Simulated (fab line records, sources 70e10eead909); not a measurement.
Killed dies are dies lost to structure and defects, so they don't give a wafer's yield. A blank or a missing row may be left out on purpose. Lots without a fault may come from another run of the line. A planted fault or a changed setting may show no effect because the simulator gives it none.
Problem report in the 8D (eight disciplines) form, filled by code | flow nand_harc | the parts of the form that need people (team, actions taken, sign-off) are left out

1. THE PROBLEM
thk_nm at NHARC_A_ONON_D1_THK_MEAS_27 reads a mean of 1580 nm on 1 wafer of 1 lot; wafers without a fault read 1001 nm with a standard deviation of 9.8. That is +59 standard deviations from the usual mean.
The step: measures by ellipsometry.
First seen on wafer L700.4, day 11 21:32, on film_metro-02. The record holds 36 wafers of 12 lots with a number at this step. Rule for "out", or "out of limits": more than 4 standard deviations from the usual mean. The other wafers with a number count as sound.

2. WHAT IT IS AND WHAT IT IS NOT
question                    | is                | is not
which readings at this step | thk_nm            | -
which lots                  | L700              | L692, L693, L695, L696, L698, L709, L710, L711, L712, L713, L715
which wafers of those lots  | L700.4            | L700.5, L700.6
read on which gauges        | film_metro-02     | film_metro-01
when                        | from day 11 21:32 | up to then (17 sound wafers); but 18 sound wafers of L709, L710, L711, L712, L713, L715 came after

3. SUSPECTS, AND WHAT RULES EACH OUT
Counting: a tool at a process step up to the reading stays a suspect if it ran every lot that is out. Sound lots after the first of them don't rule it out here, since some wafers of a struck lot are sound.
- the gauge at NHARC_A_ONON_D1_THK_MEAS_27: ruled out. All the wafers that are out were read on film_metro-02, but those of them that NHARC_END_SORT_01 has rows for are out there too, on other tools.
- rie_diel-08 at NHARC_P_BONDPAD_ETCH_24 (etches the open film in CF4/N2, target depth 30 nm, time 72.99 s): kept. It ran the lot that is out, L700 (day 10 05:38); its last sound lot up to then is L695 (day 7 18:46). NHARC_P_BONDPAD_ETCH_24 gives no start for some lots, so the hours and the order of its lots are those of NHARC_P_BONDPAD_CMP_19.
- pvd_sputter-03 at NHARC_P_BONDPAD_PVD_17 (deposits TaN, target thk 5 nm, time 8.06 s): kept. It ran the lot that is out, L700 (day 10 05:38); its last sound lot up to then is L698 (day 9 07:38). NHARC_P_BONDPAD_PVD_17 gives no start for some lots, so the hours and the order of its lots are those of NHARC_P_BONDPAD_CMP_19.
- cmp-04 at NHARC_P_BONDPAD_CMP_19 (polishes, t overpolish 30 s, cu recess touch 16 s, target thk 160.81 nm): kept. It ran the lot that is out, L700 (day 10 05:38); its last sound lot up to then is L695 (day 7 18:46).
- pecvd_onon-04 at NHARC_A_ONON_D1_DEP_25 (target thk 1000 nm): kept. It ran the lot that is out, L700 (day 11 21:12); its last sound lot up to then is L695 (day 9 05:07).
- Within rie_diel-08 at NHARC_P_BONDPAD_ETCH_24: the wafers that are out ran in chamber 2; their sound lot-mates ran in chambers 0, 3.
- Within cmp-04 at NHARC_P_BONDPAD_CMP_19: the wafers that are out ran in chamber 3; their sound lot-mates ran in chambers 1, 2.
Left after counting: rie_diel-08 at NHARC_P_BONDPAD_ETCH_24, pvd_sputter-03 at NHARC_P_BONDPAD_PVD_17, cmp-04 at NHARC_P_BONDPAD_CMP_19, pecvd_onon-04 at NHARC_A_ONON_D1_DEP_25.

4. THE CAUSE (what the simulator had put in)
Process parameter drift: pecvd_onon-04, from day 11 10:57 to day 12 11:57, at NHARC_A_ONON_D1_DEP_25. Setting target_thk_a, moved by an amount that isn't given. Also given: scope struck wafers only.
Counting left 4 suspects, and this tool is among them.

5. THE CHAIN OF EFFECTS, in route order
Each row: a reading whose mean over the struck wafers that have a number lies more than 3 standard deviations from the usual. Only readings for which the record gives a usual standard deviation are gone through. hours: the time from each lot's start at the first step in this table that gives one to its start at this step, as a median over the lots. sigmas: the change in usual standard deviations.
hours | step                        | reading         | usual   | on struck wafers | change | sigmas
0     | NHARC_A_ONON_D1_THK_MEAS_27 | thk_nm          | 1001 nm | 1580             | +579   | +59
399   | NHARC_END_SORT_01           | killed_at_array | 59      | 669              | +610   | +36
399   | NHARC_END_SORT_01           | killed_dies     | 63      | 677              | +614   | +34

6. WHAT WOULD HAVE CAUGHT IT SOONER
In this record the first reading out of limits at a measuring or inspecting step was taken at day 11 21:32, 11 hours after the fault began at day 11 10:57.
All the lots that are out (1) had begun NHARC_A_ONON_D1_DEP_25 on pecvd_onon-04 by day 11 21:32. A hold on the tool at that time would have spared none of them.
